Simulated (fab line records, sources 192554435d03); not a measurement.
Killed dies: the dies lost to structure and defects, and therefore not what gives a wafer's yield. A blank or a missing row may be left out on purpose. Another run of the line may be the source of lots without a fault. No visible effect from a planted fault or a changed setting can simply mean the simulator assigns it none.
fab line records	flow n5-finfet
record lots=9	wafers=27	last-day=17
route steps=1938 shown MOL_CONTACT_COAG@527 BEOL_M4@1111
lots with no fault: from the same line, run without faults
start-h: hours from the record's opening day to when the first of the lot's shown wafers began	wait-h: time in hours since the lot's previous step	" same as the row above	L1.1+2: a row that stands for several wafers	- no value, or no start was given	* or withheld: withheld	< > ~ a bound
route shown NAME@n: NAME is a module with steps in the file, n the number in the route of the first one	usual: the fault-free wafers' mean and standard deviation	same: alike in all rows	chamber/n: place in a boat	sites: the reading at each site	_std_site: their standard deviation	_edge_site: mean of outer sites minus mean of inner sites	radius-mm: how far each site lies from the wafer's centre	mask NAME#n: copy n	behind: the last tool/chamber to shape the wafer	hold: reason for holding the lot/hours on hold/outcome of the hold	device: names the non-switching transistor (n, p or np)	end of line: the same wafers' tests at the end of the route	a step with no rows: only its recipe	killed: at the first sort, the dies lost to defects and structure; wafer yield is something else	map: dies across one wafer; x = killed, . = not, _ = none there
set.NAME: the setting that was run; set.NAME@STEP: the one run at that earlier step	model.NAME: the simulator's own value behind a step, which no gauge read
a sample of lots followed through the steps of the route, with each step as a table and each wafer as a row
services: from which hour (start-h, from the record's first day; less than 0 if before it) a tool's chamber was out of use, for how many hours, and why
## steps
# step N5_MOL_CONTACT_COAG_OVL_MEAS_09
# recipe points-per-wafer=522
# usual CA_OVL=0.6/0.62
lot.wafer	tool	chamber	start-h	wait-h	CA_OVL[nm]
L736.1	overlay-02	0	106.14	0.0	0.6
L736.2	"	0	"	"	-0.4
L736.4	"	0	"	"	-0.1
L737.1	overlay-01	0	108.66	0.0	1.1
L737.5	"	0	"	"	0.8
L737.6	"	0	"	"	0.3
L740.2	overlay-01	0	127.35	0.0	0.4
L740.5	"	0	"	"	0.5
L740.6	"	0	"	"	0.7
L743.1	overlay-02	0	144.35	0.0	-0.8
L743.3	"	0	"	"	-0.7
L743.5	"	0	"	"	0.1
L747.3	overlay-02	0	166.82	0.0	0.0
L747.5	"	0	"	"	0.8
L747.6	"	0	"	"	0.8
L748.1	overlay-02	0	174.44	0.0	0.1
L748.3	"	0	"	"	0.6
L748.4	"	0	"	"	0.5
L752.1	overlay-02	0	199.67	0.0	1.5
L752.2	"	0	"	"	1.3
L752.3	"	0	"	"	0.5
L753.1	overlay-01	0	202.33	0.0	0.3
L753.2	"	0	"	"	-0.5
L753.4	"	0	"	"	0.3
L756.2	overlay-01	0	222.70	0.0	1.0
L756.4	"	0	"	"	1.0
L756.6	"	0	"	"	-0.4
# step N5_MOL_CONTACT_COAG_DESCUM_13
# recipe chemistry=O2	time-s=7	source-power-w=50	bias-power-w=20	pressure-mtorr=20	rf-frequency-hz=2.712e+07	temp-c=40	resist=CAR-EUV	o2-flow-sccm=225
# usual drypump-motor-current-A=5.6/0.48	oes-product-au=0.79/0.1	rf-vpp-V=243.2/1.3	showerhead-plenum-p-Torr=2.10/0.062	throttle-valve-pct=20.43/0.23
lot.wafer	tool	chamber	start-h	wait-h	drypump-motor-current-A	oes-product-au	rf-hours-counter-h	rf-vpp-V	showerhead-plenum-p-Torr	throttle-valve-pct
L736.1	rie-diel-01	3	106.24	0.0	5.8	0.97	3	243.9	2.15	20.31
L736.2	"	2	"	"	5.5	0.75	146	243.1	2.09	20.20
L736.4	"	1	"	"	4.8	0.67	250	243.1	2.05	20.44
L737.1	rie-diel-06	3	108.75	0.0	6.8	0.78	145	244.0	2.19	20.54
L737.5	"	0	"	"	5.5	0.79	-	243.8	2.19	20.51
L737.6	"	3	"	"	6.9	0.77	-	243.6	2.19	20.55
L740.2	rie-diel-04	1	127.64	0.2	5.6	0.72	194	243.7	2.08	20.35
L740.5	"	1	"	"	5.6	0.71	-	242.1	2.08	20.36
L740.6	"	0	"	"	5.6	0.71	-	240.6	2.08	20.85
L743.1	rie-diel-01	3	144.45	0.0	5.8	0.94	19	244.0	2.15	20.34
L743.3	"	1	"	"	4.8	0.96	8	242.7	2.05	20.04
L743.5	"	1	"	"	4.9	0.95	-	241.3	2.05	20.04
L747.3	rie-diel-01	0	166.90	0.0	5.3	0.98	6	243.7	2.15	20.63
L747.5	"	2	"	"	5.5	0.72	-	242.1	2.08	20.26
L747.6	"	3	"	"	5.8	0.91	-	243.5	2.14	20.35
L748.1	rie-diel-01	0	174.53	0.0	5.4	0.97	9	244.8	2.15	20.63
L748.3	"	1	"	"	4.8	0.92	22	242.7	2.04	20.04
L748.4	"	3	"	"	5.8	0.91	30	243.6	2.14	20.34
L752.1	rie-diel-06	1	200.11	0.4	5.3	0.69	238	242.9	2.05	20.41
L752.2	"	3	"	"	6.8	0.74	179	244.7	2.18	20.59
L752.3	"	2	"	"	5.4	0.93	13	240.6	2.05	20.25
L753.1	rie-diel-06	1	202.42	0.0	5.4	0.68	238	241.5	2.05	20.44
L753.2	"	0	"	"	5.5	0.75	148	245.6	2.18	20.57
L753.4	"	3	"	"	6.8	0.74	179	244.4	2.18	20.59
L756.2	rie-diel-06	2	222.79	0.0	5.4	0.91	20	242.7	2.05	20.27
L756.4	"	0	"	"	5.5	0.75	155	244.9	2.17	20.56
L756.6	"	1	"	"	5.3	0.67	-	242.7	2.05	20.45
# step N5_MOL_CONTACT_COAG_STRIP_98
# recipe chemistry=N2/H2	power-w=500	temp-c=40	pressure-mtorr=50	rf-frequency-hz=6e+07	overash-fraction=0.3	bias-power-w=8	h2-frac=0.5	n2-flow-sccm=300	h2-flow-sccm=300
# usual drypump-motor-current-A=5.6/0.48	h2-flow-sccm=300.0/0.91	oes-product-au=0.79/0.1	rf-vpp-V=54.3/1.5	showerhead-plenum-p-Torr=3.37/0.092	throttle-valve-pct=18.89/0.27
# same overash-fraction=0.3
lot.wafer	tool	chamber	start-h	wait-h	drypump-motor-current-A	h2-flow-sccm	oes-product-au	rf-hours-counter-h	rf-vpp-V	showerhead-plenum-p-Torr	throttle-valve-pct
L736.1	rie-diel-01	3	106.56	0.0	5.8	300.0	0.99	3	55.3	3.45	18.56
L736.2	"	2	"	"	5.5	298.9	0.75	146	55.8	3.36	18.85
L736.4	"	1	"	"	4.9	300.9	0.67	250	56.3	3.31	19.10
L737.1	rie-diel-06	3	109.08	0.0	6.8	299.8	0.76	145	54.1	3.50	18.56
L737.5	"	0	"	"	5.5	300.9	0.78	-	54.5	3.51	18.91
L737.6	"	3	"	"	6.8	299.7	0.76	-	55.9	3.50	18.57
L740.2	rie-diel-04	1	127.96	0.0	5.6	299.7	0.71	194	53.5	3.34	19.34
L740.5	"	1	"	"	5.6	300.7	0.72	-	58.2	3.34	19.34
L740.6	"	0	"	"	5.6	299.8	0.70	-	53.3	3.33	19.30
L743.1	rie-diel-01	3	144.77	0.0	5.8	299.2	0.92	20	54.3	3.44	18.63
L743.3	"	1	"	"	4.8	300.1	0.95	8	53.1	3.30	18.67
L743.5	"	1	"	"	4.8	302.0	0.97	-	54.8	3.30	18.68
L747.3	rie-diel-01	0	167.23	0.0	5.4	301.8	0.96	6	52.7	3.45	19.08
L747.5	"	2	"	"	5.5	299.8	0.73	-	52.5	3.35	18.91
L747.6	"	3	"	"	5.8	299.2	0.91	-	51.4	3.44	18.63
L748.1	rie-diel-01	0	174.86	0.0	5.4	298.2	0.95	9	54.9	3.45	19.07
L748.3	"	1	"	"	4.9	302.2	0.90	22	55.0	3.29	18.67
L748.4	"	3	"	"	5.8	299.5	0.91	30	55.5	3.43	18.63
L752.1	rie-diel-06	1	200.43	0.0	5.3	300.3	0.68	238	53.1	3.31	18.96
L752.2	"	3	"	"	6.8	299.3	0.73	179	55.5	3.48	18.59
L752.3	"	2	"	"	5.4	298.7	0.93	13	53.0	3.30	18.50
L753.1	rie-diel-06	1	202.75	0.0	5.4	301.3	0.68	238	53.3	3.31	18.95
L753.2	"	0	"	"	5.5	300.2	0.75	148	52.4	3.49	18.92
L753.4	"	3	"	"	6.8	301.6	0.73	179	53.2	3.48	18.62
L756.2	rie-diel-06	2	223.11	0.0	5.4	300.9	0.90	20	53.0	3.30	18.53
L756.4	"	0	"	"	5.5	300.6	0.76	155	55.3	3.49	18.96
L756.6	"	1	"	"	5.4	302.1	0.69	-	54.6	3.31	18.96
# step N5_MOL_CONTACT_COAG_IMPLANT_129
# recipe species=Ge	energy-kev=3	dose-cm2=6e+14	tilt-deg=0	rotation-deg=0
# usual beam-on-s=39.6/0.82	dose-ions-cm2=5.998e+14/6.6e+11	end-station-pressure-torr=5.83e-06/2.9e-07
lot.wafer	tool	chamber	start-h	wait-h	beam-on-s	dose-ions-cm2	end-station-pressure-torr
L736.1	implanter-02	0	106.67	0.0	40.1	5.993e+14	5.82e-06
L736.2	"	0	"	"	39.9	5.99e+14	5.59e-06
L736.4	"	0	"	"	40.7	5.995e+14	6.17e-06
L737.1	implanter-01	0	109.19	0.0	38.7	5.989e+14	5.35e-06
L737.5	"	0	"	"	39.3	5.998e+14	5.71e-06
L737.6	"	0	"	"	39.0	5.988e+14	6.18e-06
L740.2	implanter-01	0	128.10	0.1	39.6	6.002e+14	6.07e-06
L740.5	"	0	"	"	39.6	6.002e+14	5.5e-06
L740.6	"	0	"	"	38.4	6.002e+14	5.3e-06
L743.1	implanter-01	0	144.88	0.0	39.3	5.989e+14	5.75e-06
L743.3	"	0	"	"	40.1	5.995e+14	5.7e-06
L743.5	"	0	"	"	38.9	5.992e+14	6e-06
L747.3	implanter-01	0	167.39	0.1	20.9	3.169e+14	6.44e-06
L747.5	"	0	"	"	20.5	3.163e+14	6.28e-06
L747.6	"	0	"	"	20.8	3.164e+14	6.38e-06
L748.1	implanter-01	0	174.96	0.0	21.1	3.156e+14	6.7e-06
L748.3	"	0	"	"	20.4	3.156e+14	5.97e-06
L748.4	"	0	"	"	20.8	3.158e+14	6.48e-06
L752.1	implanter-02	0	200.55	0.0	39.9	5.998e+14	5.53e-06
L752.2	"	0	"	"	39.9	5.995e+14	5.59e-06
L752.3	"	0	"	"	40.6	6.003e+14	5.42e-06
L753.1	implanter-02	0	202.85	0.0	39.6	6.011e+14	5.72e-06
L753.2	"	0	"	"	38.8	6.007e+14	4.95e-06
L753.4	"	0	"	"	40.4	6.009e+14	5.75e-06
L756.2	implanter-02	0	223.25	0.1	37.0	5.992e+14	6.11e-06
L756.4	"	0	"	"	40.3	6.001e+14	5.53e-06
L756.6	"	0	"	"	40.0	6.005e+14	5.39e-06
# step N5_BEOL_M4_RC_MEAS_101
# usual DIBL_N=36.4/1.5	DIBL_P=36.6/1.9	IOFF_N=0.155/0.021	IOFF_P=0.211/0.028	ION_N=671/8.6	ION_P=462/5.8	SS_N=71.5/0.5	SS_P=73.4/0.58	VT_N=250.1/2.4	VT_P=-250.1/3
lot.wafer	tool	chamber	start-h	wait-h	DIBL_N[mV/V]	DIBL_P[mV/V]	IOFF_N[nA/um]	IOFF_P[nA/um]	ION_N[uA/um]	ION_P[uA/um]	SS_N[mV/dec]	SS_P[mV/dec]	VT_N[mV]	VT_P[mV]
L736.1	prober-01	0	178.75	0.0	36.4	37.3	0.155	0.241	671	472	71.1	73.9	248.2	-247.0
L736.2	"	0	"	"	36.8	37.6	0.159	0.256	664	466	70.7	73.5	248.4	-247.3
L736.4	"	0	"	"	36.8	38.0	0.158	0.251	675	469	71.4	74.1	250.2	-246.1
L737.1	prober-01	0	186.47	0.0	37.2	39.2	0.161	0.217	673	462	71.3	73.6	252.4	-251.4
L737.5	"	0	"	"	38.2	39.4	0.176	0.220	674	460	72.0	73.9	250.6	-250.6
L737.6	"	0	"	"	34.9	36.1	0.127	0.173	660	453	71.1	72.8	256.3	-252.3
L740.2	prober-02	0	207.85	0.2	36.5	36.7	0.155	0.208	673	460	71.6	73.4	250.9	-250.0
L740.5	"	0	"	"	34.8	33.9	0.126	0.179	664	459	71.2	72.0	250.4	-253.1
L740.6	"	0	"	"	36.1	36.1	0.144	0.205	669	462	71.3	73.7	252.1	-252.4
L743.1	prober-02	0	224.30	0.0	37.3	36.8	0.157	0.208	676	460	71.5	73.1	250.6	-246.9
L743.3	"	0	"	"	36.9	34.5	0.142	0.175	670	454	71.5	72.3	249.8	-251.8
L743.5	"	0	"	"	38.4	37.2	0.170	0.222	679	466	71.0	73.1	250.6	-248.8
L748.1	prober-02	0	244.49	0.0	36.9	36.7	0.175	0.236	674	459	70.7	73.8	246.6	-248.5
L748.3	"	0	"	"	36.0	35.0	0.158	0.202	670	460	71.4	73.5	248.5	-249.7
L748.4	"	0	"	"	34.8	33.6	0.136	0.183	655	455	71.3	72.8	252.5	-252.3
L747.3	prober-01	0	244.51	0.3	36.8	35.7	0.153	0.200	669	461	71.3	73.3	250.2	-250.9
L747.5	"	0	"	"	36.4	34.3	0.132	0.178	669	457	71.5	72.7	254.0	-251.9
L747.6	"	0	"	"	37.2	35.9	0.162	0.203	671	461	72.4	72.8	247.5	-250.6
L752.1	prober-02	0	277.96	0.0	36.0	38.0	0.171	0.222	670	463	71.5	73.3	250.0	-248.7
L752.2	"	0	"	"	34.9	37.0	0.152	0.204	670	466	71.0	72.7	250.4	-249.4
L752.3	"	0	"	"	35.9	38.0	0.169	0.232	677	467	71.0	73.0	249.7	-247.9
L753.1	prober-01	0	280.43	0.0	36.9	37.3	0.160	0.221	665	459	71.8	73.4	252.5	-247.9
L753.2	"	0	"	"	37.9	38.5	0.186	0.218	686	461	71.9	73.7	247.3	-250.5
L753.4	"	0	"	"	37.3	37.8	0.171	0.209	677	460	71.3	73.5	247.6	-250.5
L756.2	prober-01	0	297.41	0.2	32.6	33.7	0.128	0.168	670	469	71.4	72.8	252.5	-250.6
L756.4	"	0	"	"	34.9	35.5	0.152	0.209	677	471	71.3	73.7	249.9	-246.6
L756.6	"	0	"	"	34.2	34.8	0.143	0.188	679	467	71.7	73.1	251.6	-253.1
## services
tool	chamber	start-h	hours	kind
rie-diel-01	1	86.89	2.2	repair
implanter-02	-	95.23	5.9	repair
rie-diel-06	3	95.74	5.3	repair
rie-diel-06	1	102.17	2.4	repair
rie-diel-01	-	104.58	0.5	repair
rie-diel-01	1	107.44	-	clean
rie-diel-01	1	107.44	-	consumable-replace:focus-ring
rie-diel-01	1	107.44	16.2	scheduled-down
rie-diel-01	1	107.44	16.2	vent-cycle
rie-diel-06	0	118.56	6.0	repair
rie-diel-01	0	128.57	-	clean
rie-diel-01	0	128.57	-	consumable-replace:focus-ring
rie-diel-01	0	128.57	21.9	scheduled-down
rie-diel-01	0	128.57	21.9	vent-cycle
rie-diel-04	2	135.03	-	clean
rie-diel-04	2	135.03	-	consumable-replace:focus-ring
implanter-01	-	148.59	2.7	pm
rie-diel-06	2	150.22	-	clean
rie-diel-06	2	150.22	-	consumable-replace:focus-ring
rie-diel-06	2	150.22	14.8	scheduled-down
rie-diel-06	2	150.22	14.8	vent-cycle
implanter-01	-	157.69	3.9	repair
implanter-01	-	169.94	3.0	repair
rie-diel-04	1	217.32	5.2	repair
## key
first-sign step=N5_MOL_CONTACT_COAG_IMPLANT_129	reading=dose-ions-cm2	direction=down	sigmas=99+	usual=5.998e+14	struck=3.161e+14
effect step=N5_MOL_CONTACT_COAG_IMPLANT_129	reading=beam-on-s	direction=down	sigmas=23	usual=39.6	struck=20.8
met-at N5_MOL_CONTACT_COAG_IMPLANT_129
struck-lots L747,L748
not-acting-at N5_MOL_CONTACT_COAG_OVL_MEAS_09,N5_MOL_CONTACT_COAG_DESCUM_13,N5_MOL_CONTACT_COAG_STRIP_98
onset-between 144.88 167.39
fault kind=process-parameter-drift	tool=implanter-01	chamber=-	onset-h=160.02	steps=N5_MOL_CONTACT_COAG_IMPLANT_129	channel=dose-cm2	offset=-2.8347e+14	shape=step	end-h=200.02	acts-in=these-recipes-only	stated=6e+14
